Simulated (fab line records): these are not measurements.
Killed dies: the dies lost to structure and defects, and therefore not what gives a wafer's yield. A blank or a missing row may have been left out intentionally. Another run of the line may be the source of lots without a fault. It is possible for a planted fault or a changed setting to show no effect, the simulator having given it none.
Chamber matching ; flow nand harc ; NHARC_P_ZERO_WELL_DESCUM_13 on rie diel-08 has 4 sister chambers
The step chemistry O2, time 3 s. 20 wafers are shown with their chamber, then 10 later ones without.

## EACH WAFER AND ITS CHAMBER
wafer;chamber;drypump motor current A (A);oes product au (a.u.);rf vpp V (V)
L075.2;1;6.3;0.999;58.1
L075.3;3;6.2;0.996;57.1
L075.5;2;5.6;1.002;57.3
L077.2;0;5.7;0.992;58.2
L077.3;1;6.3;1.004;58.0
L077.5;3;6.2;1.005;56.4
L078.2;0;5.7;1.004;59.0
L078.3;3;6.2;1.001;58.9
L078.6;1;6.3;1.007;59.1
L086.3;2;5.6;1.008;56.5
L086.5;3;6.2;0.997;58.3
L086.6;2;5.6;1.010;58.3
L087.1;1;6.3;1.008;58.1
L087.3;0;5.7;1.006;58.2
L087.5;2;5.6;1.009;57.7
L088.1;2;5.6;1.012;56.6
L088.2;1;6.3;1.007;58.3
L088.4;0;5.8;0.995;58.2
L090.1;3;6.2;0.999;60.0
L090.4;0;5.8;1.008;56.9

SIGNATURES (means of the wafers above)
reading;chamber 0;chamber 1;chamber 2;chamber 3;scatter within a chamber
drypump motor current A;5.740;6.300;5.600;6.200;0.0274
oes product au;1.00100;1.00500;1.00820;0.99960;0.00476
rf vpp V;58.100;58.320;57.280;58.140;0.92
Rule: distance of a wafer from a chamber = root of the sum over the readings of ((wafer's reading minus chamber's mean) / reading's scatter) squared. The wafer belongs to the nearest chamber; if the next one is less than 2 further off, it can't be placed. The scatter: the root of (the sum of the squares of (reading less its chamber's mean) over the shown wafers, divided by (wafers less chambers)).

## WAFERS WHOSE CHAMBER IS MISSING
wafer;drypump motor current A (A);oes product au (a.u.);rf vpp V (V)
L090.6;5.8;1.007;57.9
L091.1;6.4;1.009;58.9
L091.2;6.2;1.002;58.3
L091.3;5.6;1.002;57.2
L095.2;6.2;0.996;58.1
L095.5;6.2;0.998;57.6
L095.6;5.7;1.003;56.4
L096.1;6.3;0.986;57.9
L096.5;5.6;1.004;57.5
L096.6;6.3;0.990;58.6

## CHAMBER TAKEN BY EACH
wafer;from the rows above;in truth
L090.6;0;0
L091.1;1;1
L091.2;3;3
L091.3;2;2
L095.2;3;3
L095.5;3;3
L095.6;can't be placed: 0 or 2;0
L096.1;can't be placed: 1 or 3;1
L096.5;2;2
L096.6;can't be placed: 1 or 3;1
Placed correctly: 7 of 10. Unplaceable from these rows: 3, with the true chamber sitting among the candidates in 3. 0 placed wrongly.
